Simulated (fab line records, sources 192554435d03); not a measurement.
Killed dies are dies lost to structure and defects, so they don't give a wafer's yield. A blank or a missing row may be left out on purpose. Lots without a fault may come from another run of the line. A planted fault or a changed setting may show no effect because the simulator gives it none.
Chamber matching | flow n5_finfet | N5_HKMG_FIN_ALD_75 on ald_hk-02: 4 sister chambers
The step deposits Al2O3, target thk 1 nm, co reactant pulse time 1 s. 4 wafers are shown with their chamber, then 7 later ones without.

WAFERS WITH THEIR CHAMBER
wafer  | chamber | heater_power_w (W)
L078.1 | 0       | 141
L079.5 | 2       | 162
L090.3 | 3       | 127
L090.4 | 1       | 134

WAFERS WITHOUT THEIR CHAMBER
wafer  | heater_power_w (W)
L090.6 | 169
L092.1 | 133
L092.2 | 121
L092.3 | 144
L093.3 | 130
L093.4 | 168
L093.6 | 163

WHICH CHAMBER EACH WENT THROUGH
wafer  | from the rows above          | in truth
L090.6 | 2                            | 2
L092.1 | can't be placed: 1 or 3 or 0 | 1
L092.2 | can't be placed: 3 or 1      | 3
L092.3 | can't be placed: 0 or 1      | 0
L093.3 | can't be placed: 3 or 1 or 0 | 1
L093.4 | 2                            | 2
L093.6 | 2                            | 2
Placed correctly: 3 of 7. Can't be placed from these rows: 4 (the true chamber is among the candidates in 4). Placed wrongly: 0.
How it was worked out, from the rows above alone: a wafer's distance from a chamber is the root of the sum, over the readings, of the square of ((its reading less the chamber's mean) divided by the reading's scatter). The wafer belongs to the nearest chamber; if the next one is less than 2 further off, it can't be placed. A chamber's mean is the mean of its shown wafers. The scatter: with one shown wafer a chamber, the root of the mean of the squares of how far each hidden wafer lies from its nearest shown one.
